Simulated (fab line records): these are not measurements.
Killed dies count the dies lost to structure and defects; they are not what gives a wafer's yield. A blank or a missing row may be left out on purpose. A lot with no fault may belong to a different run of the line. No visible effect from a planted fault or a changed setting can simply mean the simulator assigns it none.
2 desks, one fault + flow n5Finfet + every desk sees just its own numbers, and what lay behind them comes last

THE TOOL OWNER'S DESK: aldMetal-03
The tool's own readings at N5_BEOL_M9_ALD_74 (deposits TaN, target thk 2 nm, pulse time 2 s, purge time 3 s): means of the sampled wafers that have a number, for each lot that ran on this tool. If a lot's mean is further than 4 standard deviations from the usual mean, the lot is out of limits and carries the mark OUT (the distance appears in the brackets).
Columns: A = heaterPowerW at N5_BEOL_M9_ALD_74, usual 433 W; B = susceptorTempC at N5_BEOL_M9_ALD_74, usual 275.00 C
| lot  | first seen here | A   | B      |
|------|-----------------|-----|--------|
| L496 | day 10 09:44    | 443 | 274.91 |
| L500 | day 11 09:52    | 451 | 274.99 |
| L505 | day 13 04:32    | 458 | 275.07 |
| L509 | day 13 21:29    | 432 | 275.20 |
This desk's verdict: no lot among the 4 shows anything out of limits.

METROLOGY DESK
Means of the sampled wafers that have a number, per lot and without regard to the tool the lot ran on: this is what the gauges read. If a lot's mean is further than 4 standard deviations from the usual mean, the lot is out of limits and carries the mark OUT (the distance appears in the brackets). It has 34 readings, of which 7 appear: the earliest out of limits, and the ones furthest out on some lot.
Columns: A = COMB_M11 at N5_BEOL_M15_RC_MEAS_101, usual 1.4e-11 S/m; B = COMB_M13 at N5_BEOL_M15_RC_MEAS_101, usual 4.2e-12 S/m; C = COMB_M5 at N5_BEOL_M15_RC_MEAS_101, usual 3.4e-11 S/m; D = COMB_M9 at N5_BEOL_M15_RC_MEAS_101, usual 1.4e-11 S/m; E = COMB_M9_max_site at N5_BEOL_M15_RC_MEAS_101, usual 2e-11 S/m; F = SERP_M13 at N5_BEOL_M15_RC_MEAS_101, usual 0.310 ohm/um; G = SERP_M8 at N5_BEOL_M15_RC_MEAS_101, usual 14.0 ohm/um
| lot  | first seen here | A       | B       | C       | D                 | E               | F     | G    |
|------|-----------------|---------|---------|---------|-------------------|-----------------|-------|------|
| L496 | day 8 14:43     | 1.5e-11 | 3.8e-12 | 3.7e-11 | 1.8e-11           | 2e-11           | 0.313 | 13.8 |
| L500 | day 9 15:35     | 1.8e-11 | 3.7e-12 | 2.8e-11 | 1.6e-11           | 2e-11           | 0.314 | 14.3 |
| L505 | day 11 10:59    | 1.7e-11 | 6.1e-12 | 3.4e-11 | 7.8e-11 (+21) OUT | 1e-10 (+25) OUT | 0.299 | 14.0 |
| L509 | day 12 00:10    | 1.3e-11 | 4.4e-12 | 3.6e-11 | 1.2e-10 (+35) OUT | 2e-10 (+31) OUT | 0.309 | 14.1 |
| L515 | day 13 10:06    | 1.4e-11 | 2.9e-12 | 5.4e-11 | 1.5e-11           | 2e-11           | 0.311 | 13.8 |
| L514 | day 13 10:11    | 2.0e-11 | 4.1e-12 | 3.3e-11 | 1.2e-11           | 2e-11           | 0.307 | 12.9 |
This desk's result: L505, L509 out of limits, first on L505 (COMB_M9 at N5_BEOL_M15_RC_MEAS_101), day 15 04:37. Within limits: L496, L500, L515, L514.

PUT TOGETHER
At day 15 04:37 the metrology desk could have sounded an alarm, on L505, L509.
The tool owner's desk saw nothing out of limits.
On record at the tool owner's desk: L505, L509, within its limits.
N5_BEOL_M9_ALD_74 was run on aldMetal-03 by each of the lots named.

WHAT THE SIMULATOR HAD PUT IN
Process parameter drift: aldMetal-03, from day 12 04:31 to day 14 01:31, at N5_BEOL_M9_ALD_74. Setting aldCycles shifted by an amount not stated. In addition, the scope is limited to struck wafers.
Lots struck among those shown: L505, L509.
Time in hours between the start of the fault and the first out-of-limits reading at each desk: metrology desk, 72.
